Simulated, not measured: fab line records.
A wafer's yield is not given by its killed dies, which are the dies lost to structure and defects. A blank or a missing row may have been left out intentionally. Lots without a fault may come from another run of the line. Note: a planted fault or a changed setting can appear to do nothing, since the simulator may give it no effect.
fab line records    flow nandHarc
[record] lots = 6  wafers = 17  lastDay = 23
route steps=1159 shown P_M2@324 END@1159
lots untouched by any fault: they come from a run of this same line in which no faults occurred
startH: the number of hours between the record's first day and the start of the first shown wafer of the lot    waitH: time in hours since the lot's previous step    " same as the row above    L1.1+2: one row covering several wafers at once    - no value, or no start given    * or withheld: withheld    < > ~ a bound
route shown NAME@n: NAME is a module with steps in the file, n the number in the route of the first one    usual: the fault-free wafers' mean and standard deviation    same: alike in all rows    chamber/n: place in a boat    sites: each site's reading    _std_site: the values' standard deviation    _edge_site: outer sites' mean less inner sites'    radiusMm: for every site, how far away it sits from the centre of the wafer    mask NAME#n: copy n    behind: the most recent tool/chamber to have shaped the wafer    hold: the reason the lot was held/the length of the hold in hours/how it ended    device: names the non-switching transistor (n, p or np)    end of line: tests run on the same wafers once the route is complete    step lacking rows: just its recipe    killed: dies that structure and defects cost at the first sort, which is not the same as the wafer's yield    map: dies across one wafer; x = killed, . = not, _ = none there
set.NAME: setting as actually run; set.NAME@STEP: the setting as run at that earlier step    model.NAME: the simulator's own value behind a step, which no gauge read
certain route steps with their lots: each step a table, each wafer a row
services: the hour from which a tool's chamber was out of use, counted from the record's first day as startH (under 0 if before that day), plus the number of hours and why
[[steps]]
[step NHARC_P_M2_EBR_05]
[step NHARC_P_M2_EXPOSE_06]
[recipe] na = 1.35  targetCdNm = 170  doseMj = 80.78  maskId = P_M2
[step NHARC_P_M2_PEB_07]
[recipe] pebTempC = 100  pebTimeS = 65
[step NHARC_P_M2_DEVELOP_08]
[recipe] developTimeS = 35  devTempC = 23
[step NHARC_P_M2_CD_MEAS_09]
[recipe] targetCdNm = 170  landingEnergyEv = 500
[usual] cdNm = 169.9/0.78
lot.wafer  tool      chamber  startH  waitH  cdNm
L199.2     cdSem-01  0        141.79  -      170.7
L199.4     "         0        "       "      170.3
L199.5     "         0        "       "      169.4
L203.3     cdSem-02  0        155.23  -      170.2
L203.4     "         0        "       "      169.2
L203.5     "         0        "       "      170.8
L209.4     cdSem-01  0        202.68  -      169.0
L209.5     "         0        "       "      170.6
L209.6     "         0        "       "      169.6
L211.2     cdSem-02  0        204.98  -      169.3
L211.5     "         0        "       "      168.8
L214.2     cdSem-03  0        221.39  -      169.3
L214.4     "         0        "       "      169.7
L214.5     "         0        "       "      169.8
L215.1     cdSem-02  0        224.60  -      170.1
L215.2     "         0        "       "      169.6
L215.3     "         0        "       "      170.7
[step NHARC_P_M2_OVL_MEAS_10]
[recipe] pitchNm = 340
[usual] overlayXNm = 0.0/0.79  overlayYNm = 0.1/0.78
lot.wafer  tool        chamber  startH  waitH  overlayXNm  overlayYNm
L199.2     overlay-01  -        141.87  -      1.4         0.8
L199.4     "           -        "       "      1.6         0.7
L199.5     "           -        "       "      2.1         0.2
L203.3     overlay-02  -        155.31  -      -0.6        -0.1
L203.4     "           -        "       "      -0.8        -0.4
L203.5     "           -        "       "      -0.5        0.0
L209.4     overlay-02  -        202.77  -      0.3         2.4
L209.5     "           -        "       "      0.0         2.3
L209.6     "           -        "       "      0.2         2.3
L211.2     overlay-02  -        205.08  -      -0.7        0.1
L211.5     "           -        "       "      -0.6        0.5
L214.2     overlay-01  -        221.48  -      -0.8        -0.3
L214.4     "           -        "       "      -0.7        -0.6
L214.5     "           -        "       "      -0.9        -0.2
L215.1     overlay-01  -        224.69  -      -0.6        1.1
L215.2     "           -        "       "      -0.4        1.0
L215.3     "           -        "       "      -0.3        0.8
[step NHARC_P_M2_INSPECT_11]
[usual] rawDefectCount = 4.4/2.2
lot.wafer  tool              chamber  startH  waitH  rawDefectCount
L199.2     defectInspect-01  -        141.91  0.0    2
L199.4     "                 -        "       "      5
L199.5     "                 -        "       "      6
L203.3     defectInspect-02  -        155.35  0.0    3
L203.4     "                 -        "       "      5
L203.5     "                 -        "       "      6
L209.4     defectInspect-02  -        202.80  0.0    1
L209.5     "                 -        "       "      2
L209.6     "                 -        "       "      3
L211.2     defectInspect-02  -        205.12  0.0    4
L211.5     "                 -        "       "      4
L214.2     defectInspect-01  -        221.52  0.0    3
L214.4     "                 -        "       "      6
L214.5     "                 -        "       "      5
L215.1     defectInspect-02  -        224.72  0.0    7
L215.2     "                 -        "       "      2
L215.3     "                 -        "       "      1
[step NHARC_P_M2_DESCUM_14]
[recipe] timeS = 3  o2FlowSccm = 200  arFlowSccm = 0  biasPowerW = 0  chemistry = O2
[usual] chamberPressureMTorr = 59.99/0.055  drypumpMotorCurrentA = 5.7/0.46  oesProductAu = 1.006/0.015  rfVppV = 57.4/0.81  showerheadPlenumPTorr = 1.86/0.073  throttleValvePct = 11.311/0.0099
lot.wafer  tool        chamber  startH  waitH  chamberPressureMTorr  drypumpMotorCurrentA  oesProductAu  rfHoursCounterH  rfVppV  showerheadPlenumPTorr  throttleValvePct
L199.2     rieDiel-09  1        141.99  0.1    59.97                 6.4                   1.009         2                57.9    1.78                   11.306
L199.5     "           2        "       "      60.07                 5.5                   1.003         -                56.9    1.80                   11.331
L199.4     "           1        "       "      59.94                 6.4                   1.005         -                57.3    1.78                   11.306
L203.4     rieDiel-04  1        155.41  0.1    59.97                 5.0                   0.997         9                57.6    1.91                   11.314
L203.3     "           0        "       "      59.92                 5.9                   1.017         8                57.5    1.90                   11.305
L203.5     "           2        "       "      59.90                 5.8                   1.004         -                57.6    1.98                   11.306
L209.4     rieDiel-04  2        202.86  0.1    60.00                 5.8                   1.007         18               59.4    1.98                   11.318
L209.5     "           2        "       "      59.94                 5.8                   1.009         -                57.7    1.98                   11.304
L209.6     "           3        "       "      59.93                 5.4                   1.010         -                57.2    2.02                   11.298
L211.2     rieDiel-09  1        205.18  0.1    59.98                 6.4                   1.020         5                57.5    1.78                   11.329
L211.5     "           2        "       "      59.97                 5.5                   1.003         -                59.1    1.80                   11.311
L214.4     rieDiel-04  3        221.59  0.1    59.99                 5.4                   1.003         24               57.4    2.02                   11.319
L214.2     "           0        "       "      59.95                 6.0                   1.030         23               59.0    1.90                   11.307
L214.5     "           2        "       "      60.08                 5.8                   1.019         -                57.6    1.97                   11.331
L215.3     rieDiel-09  1        224.78  0.1    60.01                 6.4                   1.012         5                56.7    1.78                   11.311
L215.2     "           2        "       "      60.04                 5.5                   1.006         6                57.7    1.80                   11.326
L215.1     "           0        "       "      59.98                 5.3                   0.979         3                57.4    1.84                   11.305
[step NHARC_P_M2_ETCH_35]
[recipe] targetDepthA = 400  overetchA = 120  timeS = 43.94  ionEnergyEv = 200  n2FlowSccm = 150  h2FlowSccm = 150  arFlowSccm = 0  rfW = 400  biasW = 150  chemistry = N2/H2
[usual] biasW = 149.9/0.44  chamberPressureMTorr = 30.000/0.025  drypumpMotorCurrentA = 5.7/0.47  n2FlowSccm = 150.0/0.5  oesProductAu = 1.006/0.017  rfVppV = 428.8/2.3  showerheadPlenumPTorr = 1.98/0.078  throttleValvePct = 14.171/0.0091
lot.wafer  tool        chamber  startH  waitH  biasW  chamberPressureMTorr  drypumpMotorCurrentA  n2FlowSccm  oesProductAu  rfHoursCounterH  rfVppV  showerheadPlenumPTorr  throttleValvePct
L199.2     rieDiel-09  3        142.08  0.1    150.3  30.038                5.8                   150.4       1.016         2                427.8   1.98                   14.180
L199.4     "           3        "       "      149.8  29.980                5.7                   150.5       1.020         -                428.3   1.98                   14.163
L199.5     "           1        "       "      149.2  30.011                6.4                   149.9       1.010         -                426.5   1.90                   14.165
L203.3     rieDiel-04  0        155.50  0.1    149.5  30.016                6.0                   149.8       1.023         8                428.8   2.03                   14.172
L203.4     "           1        "       "      149.3  29.988                5.1                   150.1       0.993         9                432.0   2.04                   14.157
L203.5     "           0        "       "      149.9  29.977                6.0                   150.1       1.023         -                430.0   2.03                   14.170
L209.4     rieDiel-04  2        202.96  0.1    149.4  30.036                5.8                   149.3       1.008         18               431.9   2.11                   14.181
L209.5     "           3        "       "      148.9  30.028                5.4                   150.0       0.991         -                434.0   2.15                   14.160
L209.6     "           0        "       "      149.8  29.960                6.0                   149.7       1.020         -                428.8   2.02                   14.170
L211.2     rieDiel-09  0        205.28  0.1    149.8  29.996                5.3                   150.2       0.981         2                428.5   1.96                   14.171
L211.5     "           2        "       "      150.0  30.030                5.5                   149.6       1.008         -                427.5   1.91                   14.189
L214.4     rieDiel-04  0        221.74  0.1    148.9  29.990                6.0                   149.1       1.022         23               431.1   2.02                   14.170
L214.2     "           2        "       "      150.1  29.991                5.8                   149.0       1.007         23               431.7   2.11                   14.176
L214.5     "           1        "       "      149.9  30.000                5.0                   149.8       1.005         -                430.2   2.03                   14.167
L215.2     rieDiel-09  3        224.87  0.1    149.8  30.013                5.8                   149.7       1.020         6                429.6   1.98                   14.174
L215.1     "           0        "       "      149.9  30.007                5.3                   149.8       0.975         3                428.7   1.96                   14.176
L215.3     "           2        "       "      150.0  29.989                5.4                   150.3       1.000         6                425.9   1.91                   14.169
[step NHARC_P_M2_ETCH_15]
[recipe] targetDepthA = 1825  timeS = 91.2  c4f8FlowSccm = withheld  arFlowSccm = 400  rfW = 600  biasW = 300  chemistry = C4F8/Ar
[usual] biasW = 299.9/0.89  chamberPressureMTorr = 25.00/0.033  oesProductAu = 0.949/0.024  rfVppV = 439.1/2.3
lot.wafer  tool        chamber  startH  waitH  biasW  chamberPressureMTorr  oesProductAu  rfHoursCounterH  rfVppV
L199.2     rieDiel-09  2        -       -      299.9  25.02                 0.968         2                435.4
L199.5     "           2        "       "      298.7  24.99                 0.963         -                437.3
L199.4     "           1        "       "      301.1  24.99                 0.973         -                437.7
L203.3     rieDiel-04  3        -       -      300.0  25.02                 0.924         9                443.8
L203.4     "           1        "       "      299.5  25.01                 0.922         9                439.9
L203.5     "           0        "       "      299.3  24.97                 0.935         -                439.7
L209.4     rieDiel-04  3        -       -      300.2  25.01                 0.929         19               444.8
L209.5     "           2        "       "      300.3  24.98                 0.927         -                443.6
L209.6     "           3        "       "      300.6  25.00                 0.924         -                443.6
L211.2     rieDiel-09  0        -       -      299.0  24.96                 0.959         2                439.6
L211.5     "           1        "       "      300.4  25.00                 0.963         -                437.0
L214.2     rieDiel-04  0        -       -      301.4  24.99                 0.943         23               440.6
L214.4     "           1        "       "      299.1  24.98                 0.925         24               440.9
L214.5     "           1        "       "      298.1  25.04                 0.929         -                441.2
L215.2     rieDiel-09  2        -       -      300.3  25.02                 0.921         6                437.5
L215.1     "           3        "       "      299.4  24.97                 0.931         6                438.7
L215.3     "           1        "       "      301.4  24.98                 0.928         5                437.2
[step NHARC_P_M2_CD_MEAS_16]
[usual] cdNm = 169.9/1.1
lot.wafer  tool      chamber  startH  waitH  cdNm
L199.2     cdSem-03  -        142.32  -      169.9
L199.4     "         -        "       "      169.3
L199.5     "         -        "       "      169.5
L203.3     cdSem-02  -        155.72  -      169.0
L203.4     "         -        "       "      168.9
L203.5     "         -        "       "      169.0
L209.4     cdSem-02  -        203.17  -      168.5
L209.5     "         -        "       "      170.5
L209.6     "         -        "       "      168.9
L211.2     cdSem-01  -        205.49  -      169.3
L211.5     "         -        "       "      168.8
L214.2     cdSem-02  -        221.96  -      169.3
L214.4     "         -        "       "      169.7
L214.5     "         -        "       "      168.7
L215.1     cdSem-02  -        225.09  -      171.4
L215.2     "         -        "       "      168.9
L215.3     "         -        "       "      171.0
[step NHARC_P_M2_STRIP_18]
[recipe] powerW = 1000  n2FlowSccm = 150  h2FlowSccm = 150  arFlowSccm = 0  biasW = 0  chemistry = N2/H2
[usual] chamberPressureMTorr = 30.001/0.027  drypumpMotorCurrentA = 5.7/0.45  n2FlowSccm = 150.0/0.44  oesProductAu = 1.005/0.016  rfVppV = 90.5/0.98  showerheadPlenumPTorr = 1.98/0.078  throttleValvePct = 14.171/0.0088
[same] biasW = 0
lot.wafer  tool        chamber  startH  waitH  chamberPressureMTorr  drypumpMotorCurrentA  n2FlowSccm  oesProductAu  rfHoursCounterH  rfVppV  showerheadPlenumPTorr  throttleValvePct
L199.2     rieDiel-09  1        142.39  0.1    30.001                6.4                   150.1       1.005         2                89.4    1.90                   14.167
L199.4     "           2        "       "      29.989                5.5                   150.2       0.996         -                89.5    1.92                   14.162
L199.5     "           3        "       "      30.043                5.8                   150.5       1.019         -                92.2    1.98                   14.199
L203.3     rieDiel-04  0        155.81  0.1    30.017                5.9                   150.1       1.022         8                90.2    2.03                   14.175
L203.4     "           2        "       "      30.040                5.8                   149.5       1.007         10               91.2    2.11                   14.162
L203.5     "           3        "       "      30.000                5.5                   149.4       1.013         -                90.5    2.16                   14.174
L209.4     rieDiel-09  2        203.29  0.1    29.982                5.5                   150.3       1.000         5                90.1    1.92                   14.166
L209.5     "           0        "       "      30.011                5.3                   149.8       0.972         -                90.8    1.96                   14.174
L209.6     "           1        "       "      30.022                6.4                   151.0       1.002         -                88.7    1.90                   14.177
L211.2     rieDiel-09  0        205.56  0.1    29.969                5.3                   150.0       0.979         2                89.1    1.96                   14.192
L211.5     "           1        "       "      30.017                6.4                   149.8       1.005         -                90.3    1.90                   14.182
L214.2     rieDiel-04  1        222.06  0.1    29.989                5.0                   150.8       0.995         24               89.8    2.03                   14.173
L214.4     "           3        "       "      29.978                5.5                   150.4       1.003         24               90.2    2.15                   14.174
L214.5     "           1        "       "      29.976                5.1                   150.0       0.993         -                91.0    2.03                   14.180
L215.1     rieDiel-04  1        225.18  0.1    29.996                5.0                   150.1       1.003         24               91.4    2.03                   14.174
L215.3     "           2        "       "      29.977                5.8                   149.6       1.000         23               90.6    2.11                   14.164
L215.2     "           3        "       "      30.002                5.4                   149.9       1.015         24               91.8    2.15                   14.158
[step NHARC_P_M2_ETCH_28]
[recipe] targetDepthA = 300  overEtchFrac = 0.3  timeS = 72.99  ionEnergyEv = 150  cf4FlowSccm = 50  n2FlowSccm = 100  arFlowSccm = 150  rfW = 300  biasW = 100  chemistry = CF4/N2
[usual] biasW = 100.0/0.33  chamberPressureMTorr = 29.999/0.025  drypumpMotorCurrentA = 5.7/0.44  n2FlowSccm = 100.00/0.26  oesProductAu = 1.006/0.016  rfVppV = 313.0/1.9  showerheadPlenumPTorr = 2.56/0.095  throttleValvePct = 19.793/0.0095
[same] overEtchFrac = 0.3
lot.wafer  tool        chamber  startH  waitH  biasW  chamberPressureMTorr  drypumpMotorCurrentA  n2FlowSccm  oesProductAu  rfHoursCounterH  rfVppV  showerheadPlenumPTorr  throttleValvePct
L199.2     rieDiel-09  1        142.68  -      100.0  30.019                6.5                   100.12      1.006         2                311.1   2.46                   19.796
L199.5     "           1        "       "      99.8   29.994                6.4                   100.16      1.016         -                311.3   2.46                   19.799
L199.4     "           3        "       "      100.4  29.982                5.8                   99.54       1.033         -                313.7   2.56                   19.777
L203.4     rieDiel-04  3        156.05  -      100.4  30.007                5.5                   100.02      1.007         9                317.4   2.77                   19.788
L203.3     "           0        "       "      100.3  29.943                6.0                   100.02      1.032         8                313.6   2.61                   19.809
L203.5     "           2        "       "      100.2  30.044                5.8                   99.92       1.010         -                316.2   2.71                   19.787
L209.4     rieDiel-09  3        203.48  -      100.0  30.005                5.8                   99.70       1.022         5                312.1   2.56                   19.803
L209.6     "           2        "       "      100.6  29.970                5.5                   100.05      1.004         -                311.6   2.48                   19.773
L209.5     "           3        "       "      99.6   30.008                5.8                   99.89       0.873         -                313.1   2.56                   19.790
L211.2     rieDiel-09  1        205.81  -      99.8   29.945                6.4                   99.80       0.862         5                311.2   2.46                   19.788
L211.5     "           0        "       "      99.7   29.973                5.3                   100.51      0.829         -                313.0   2.53                   19.795
L214.2     rieDiel-04  0        222.33  -      99.8   30.033                5.9                   100.64      1.020         24               313.7   2.60                   19.784
L214.4     "           1        "       "      99.7   30.006                5.0                   99.74       0.998         24               313.9   2.62                   19.793
L214.5     "           2        "       "      100.2  29.989                5.8                   100.53      1.005         -                315.1   2.71                   19.798
L215.3     rieDiel-04  3        225.42  -      100.2  29.995                5.5                   99.95       1.006         24               317.7   2.76                   19.799
L215.1     "           0        "       "      100.0  29.991                5.9                   99.95       1.017         24               315.6   2.60                   19.799
L215.2     "           1        "       "      99.7   29.974                5.1                   99.73       0.993         24               313.9   2.62                   19.803
[step NHARC_P_M2_STRIP_19]
[recipe] timeS = 600  tempC = 30  chemistry = postEtchResidueRemover
[step NHARC_END_SORT_01]
[recipe] tempC = 25
[usual] defectLimitedYield = 95.3/1.5  killedAtArray = 28/10  killedAtOther = 0.6/1.1  killedAtPeriphery = 3.6/2.6  killedDies = 32/10  killedOpen = 3.3/1.8  killedShort = 1.9/1.4  sort_bin_2_pct = 1.5/0.61  sort_bin_3_pct = 0.27/0.2  sort_bin_4_pct = 3.0/1  sortNPass = 645/10  sortRimYieldPct = 97.3/1.9  sortYieldPct = 95.3/1.5
[same] grossDies = 677  sort_bin_5_pct[%] = 0  sort_bin_6_pct[%] = 0  sort_bin_7_pct[%] = 0  sort_bin_8_pct[%] = 0  sortRimNGross = 106.00
lot.wafer  tool       chamber  startH  waitH  defectLimitedYield[%]  killedAtArray  killedAtOther  killedAtPeriphery  killedDies  killedOpen  killedShort  sort_bin_2_pct[%]  sort_bin_3_pct[%]  sort_bin_4_pct[%]  sortNPass  sortRimYieldPct[%]  sortYieldPct[%]
L203.3     prober-02  0        458.85  3.1    96.6                   19             1              3                  23          3           2            1.0                0                  2.4                654        99.1                96.6
L203.4     prober-02  0        459.65  3.4    95.3                   27             0              5                  32          7           2            1.0                0.15               3.5                645        95.3                95.3
L203.5     prober-02  0        460.45  3.7    96.2                   20             0              6                  26          2           1            1.0                0.15               2.7                651        97.2                96.2
L211.2     prober-01  0        514.56  2.8    96.0                   23             1              3                  27          3           2            0.6                0                  3.4                650        97.2                96.0
L211.5     prober-01  0        516.95  3.7    97.0                   17             0              3                  20          2           2            1.0                0                  1.9                657        100.0               97.0
L215.1     prober-01  0        542.17  2.5    93.9                   38             0              3                  41          2           3            2.4                0.15               3.5                636        98.1                93.9
L215.2     prober-01  0        542.97  2.8    95.1                   30             2              1                  33          2           2            2.2                0.44               2.2                644        94.3                95.1
L215.3     prober-01  0        543.76  3.1    95.3                   31             0              1                  32          3           1            1.8                0.30               2.7                645        98.1                95.3
// killed by level:class
L203.3 A_SLIT:chamberFilmFlake=7 A_ZERO_WELL:chamberFilmFlake=2 A_STAIRCASE:chamberFilmFlake=2 A_CONTACT:chamberFilmFlake=2 P_M0:geometricParticle:open=1 A_ONON_D1:geometricParticle:short=1 A_WL_FILL:geometricParticle:short=1 A_WL_FILL:geometricParticle:open=1
L203.4 A_SLIT:chamberFilmFlake=7 A_CHANNEL_HOLE_D1:chamberFilmFlake=5 A_CONTACT:chamberFilmFlake=4 P_STI:geometricParticle:open=2 A_WL_FILL:geometricParticle:short=2 A_M0:geometricParticle:open=2 P_ZERO_WELL:chamberFilmFlake=2 A_ZERO_WELL:chamberFilmFlake=2
L203.5 A_SLIT:chamberFilmFlake=9 A_STAIRCASE:chamberFilmFlake=4 P_ZERO_WELL:chamberFilmFlake=3 A_CONTACT:chamberFilmFlake=2 P_STI:geometricParticle:short=1 A_ONON_D1:geometricParticle:open=1 A_M0:geometricParticle:open=1 P_STI:chamberFilmFlake=1
L211.2 A_SLIT:chamberFilmFlake=10 A_CHANNEL_HOLE_D1:chamberFilmFlake=5 A_CONTACT:chamberFilmFlake=3 A_STAIRCASE:chamberFilmFlake=2 P_GATE:geometricParticle:open=1 P_M0:geometricParticle:open=1 A_CHANNEL_HOLE_D1:geometricParticle:short=1 A_SGD_CUT:geometricParticle:short=1
L211.5 A_SLIT:chamberFilmFlake=11 A_STAIRCASE:chamberFilmFlake=2 P_GATE:geometricParticle:short=1 P_CONTACT:geometricParticle:open=1 A_ONON_D1:geometricParticle:short=1 A_CHANNEL_FILL_D1:geometricParticle:open=1 P_ZERO_WELL:chamberFilmFlake=1 A_WL_FILL:chamberFilmFlake=1
L215.1 A_SLIT:chamberFilmFlake=17 A_STAIRCASE:chamberFilmFlake=7 A_CONTACT:chamberFilmFlake=6 P_GATE:chamberFilmFlake=2 A_ONON_D1:geometricParticle:short=1 A_CHANNEL_FILL_D1:geometricParticle:short=1 A_CHANNEL_FILL_D1:geometricParticle:open=1 A_WL_FILL:geometricParticle:short=1
L215.2 A_SLIT:chamberFilmFlake=13 A_CONTACT:chamberFilmFlake=5 A_CHANNEL_HOLE_D1:chamberFilmFlake=4 A_STAIRCASE:chamberFilmFlake=4 P_M0:geometricParticle:open=1 A_CHANNEL_FILL_D1:geometricParticle:short=1 A_SGD_CUT:geometricParticle:short=1 A_CONTACT:geometricParticle:open=1
L215.3 A_SLIT:chamberFilmFlake=16 A_CHANNEL_HOLE_D1:chamberFilmFlake=6 A_STAIRCASE:chamberFilmFlake=4 A_CONTACT:geometricParticle:open=2 P_M0:geometricParticle:short=1 A_M1:geometricParticle:open=1 A_ZERO_WELL:chamberFilmFlake=1 A_CONTACT:chamberFilmFlake=1
[[services]]
tool        chamber  startH  hours  kind
rieDiel-04  0        120.91  -      clean
rieDiel-04  1        120.91  -      clean
rieDiel-04  2        120.91  -      clean
rieDiel-04  3        120.91  -      clean
rieDiel-09  0        138.91  27.4   repair
rieDiel-04  0        145.47  -      clean
rieDiel-04  1        145.47  -      clean
rieDiel-04  2        145.47  -      clean
rieDiel-04  3        145.47  -      clean
rieDiel-09  1        165.45  4.5    repair
rieDiel-04  0        169.97  -      clean
rieDiel-04  1        169.97  -      clean
rieDiel-04  2        169.97  -      clean
rieDiel-04  3        169.97  -      clean
rieDiel-09  0        176.42  9.6    repair
rieDiel-04  2        178.98  4.3    repair
rieDiel-09  0        189.71  8.1    repair
rieDiel-04  0        194.47  -      clean
rieDiel-04  1        194.47  -      clean
rieDiel-04  2        194.47  -      clean
rieDiel-04  3        194.47  -      clean
rieDiel-04  0        219.16  -      clean
rieDiel-04  1        219.16  -      clean
rieDiel-04  2        219.16  -      clean
[[key]]
[firstSign] step = NHARC_P_M2_ETCH_28  reading = oesProductAu  direction = down  sigmas = 9.5  usual = 1.006  struck = 0.855
effect none on later readings
metAt NHARC_P_M2_ETCH_28
struckWafers L209.5,L211.2,L211.5
onsetBetween 142.68 203.48
[fault] kind = processParameterDrift  tool = rieDiel-09  chamber = -  onsetH = 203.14  steps = NHARC_P_M2_ETCH_28  channel = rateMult  offset = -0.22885  shape = step  endH = 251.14  scope = struckWafersOnly
